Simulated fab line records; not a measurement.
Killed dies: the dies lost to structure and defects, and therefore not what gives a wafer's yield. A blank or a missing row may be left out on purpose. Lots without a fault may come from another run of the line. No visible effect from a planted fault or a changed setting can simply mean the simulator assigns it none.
Matching of chambers ; flow nand-harc ; NHARC_A_STAIRCASE_DEP_325 on pecvd-01: 3 sister chambers
The step deposits SiO2, target thk 7200 nm. 6 wafers are shown with their chamber, then 8 later ones without.

WAFERS, EACH WITH ITS CHAMBER
wafer;chamber;rf-fwd-power-W (W);heater-power-w (W)
L087.3;2;500.7;742
L087.4;1;501.5;677
L088.4;1;498.9;692
L091.4;2;498.2;632
L091.6;0;499.5;643
L093.4;0;501.9;617

WAFERS WITH NO CHAMBER GIVEN
wafer;rf-fwd-power-W (W);heater-power-w (W)
L093.5;499.3;677
L093.6;498.7;640
L092.4;500.0;638
L092.5;500.7;628
L092.6;500.5;705
L095.2;500.7;799
L095.5;500.5;689
L095.6;501.4;661

CHAMBER TAKEN BY EACH
wafer;from the rows above;in truth
L093.5;can't be placed: 2 or 1 or 0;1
L093.6;can't be placed: 2 or 0 or 1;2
L092.4;can't be placed: 0 or 1 or 2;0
L092.5;can't be placed: 0 or 1 or 2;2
L092.6;can't be placed: 1 or 2 or 0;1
L095.2;can't be placed: 1 or 2 or 0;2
L095.5;can't be placed: 1 or 2 or 0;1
L095.6;can't be placed: 0 or 1 or 2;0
Placed correctly: 0 of 8. From these rows, 8 cannot be placed; in 8 the true chamber is one of the candidates. Placed wrongly: 0.
How it was worked out, from the rows above alone: a wafer's distance from a chamber is the root of the sum, over the readings, of the square of ((its reading less the chamber's mean) divided by the reading's scatter). If the next closest chamber is less than 2 further off than the closest, the wafer can't be placed; otherwise it belongs to the closest. Each chamber's mean is taken over the wafers shown for it. The scatter: the root of (the sum of the squares of (reading less its chamber's mean) over the shown wafers, divided by (wafers less chambers)).
